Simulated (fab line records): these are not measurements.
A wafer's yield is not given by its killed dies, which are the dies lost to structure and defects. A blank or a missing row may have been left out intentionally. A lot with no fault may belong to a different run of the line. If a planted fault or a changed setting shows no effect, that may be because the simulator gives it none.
Chamber matching ; flow n5-finfet ; 4 sister chambers for N5_BEOL_M9_TRENCH_ETCH_37 on rie-diel-01
The step etches SiCOH lowk in C4F6/O2, target depth 151.43 nm, time 49 s. 16 wafers are shown with their chamber, then 8 later ones without.

EACH WAFER AND ITS CHAMBER
wafer;chamber;showerhead-plenum-p-Torr (Torr);rf-vpp-V (V);throttle-valve-pct (%)
L570.2;0;2.89;665;20.93
L570.3;2;2.93;701;20.60
L570.4;1;3.01;683;20.81
L573.3;1;3.01;684;20.83
L573.4;3;2.81;665;20.86
L573.5;1;3.01;684;20.82
L572.1;3;2.81;665;20.87
L572.2;2;2.93;699;20.61
L572.3;0;2.89;664;20.94
L574.2;1;3.00;683;20.82
L574.3;3;2.81;665;20.89
L574.6;3;2.81;666;20.87
L577.1;0;2.89;665;20.94
L577.5;0;2.89;664;20.96
L577.6;3;2.81;666;20.85
L578.1;1;3.00;683;20.83

SIGNATURES (means of the wafers above)
reading;chamber 0;chamber 1;chamber 2;chamber 3;scatter within a chamber
showerhead-plenum-p-Torr;2.8900;3.0060;2.9300;2.8100;0.00316
rf-vpp-V;664.50;683.40;700.00;665.40;0.671
throttle-valve-pct;20.9425;20.8220;20.6050;20.8680;0.0118
Rule: a wafer lies at a distance from a chamber equal to the root of the sum of squares, over the readings, of (its reading less the chamber's mean, divided by the reading's scatter). The wafer belongs to the nearest chamber; if the next one is less than 2 further off, it can't be placed. The scatter is the square root of a quotient: the sum, over the shown wafers, of each reading's squared deviation from its chamber's mean, divided by wafers minus chambers.

WAFERS WITH NO CHAMBER GIVEN
wafer;showerhead-plenum-p-Torr (Torr);rf-vpp-V (V);throttle-valve-pct (%)
L578.2;2.81;665;20.88
L578.4;2.89;666;20.97
L580.1;3.00;683;20.82
L580.2;2.92;699;20.64
L580.4;2.89;664;20.98
L586.1;2.99;684;20.85
L586.2;2.88;665;20.99
L586.5;2.80;665;20.90

EACH ONE'S CHAMBER
wafer;from the rows above;in truth
L578.2;3;3
L578.4;0;0
L580.1;1;1
L580.2;2;2
L580.4;0;0
L586.1;1;1
L586.2;0;0
L586.5;3;3
Correctly placed: 8 of 8. Can't be placed from these rows: 0. Wrongly placed: 0.
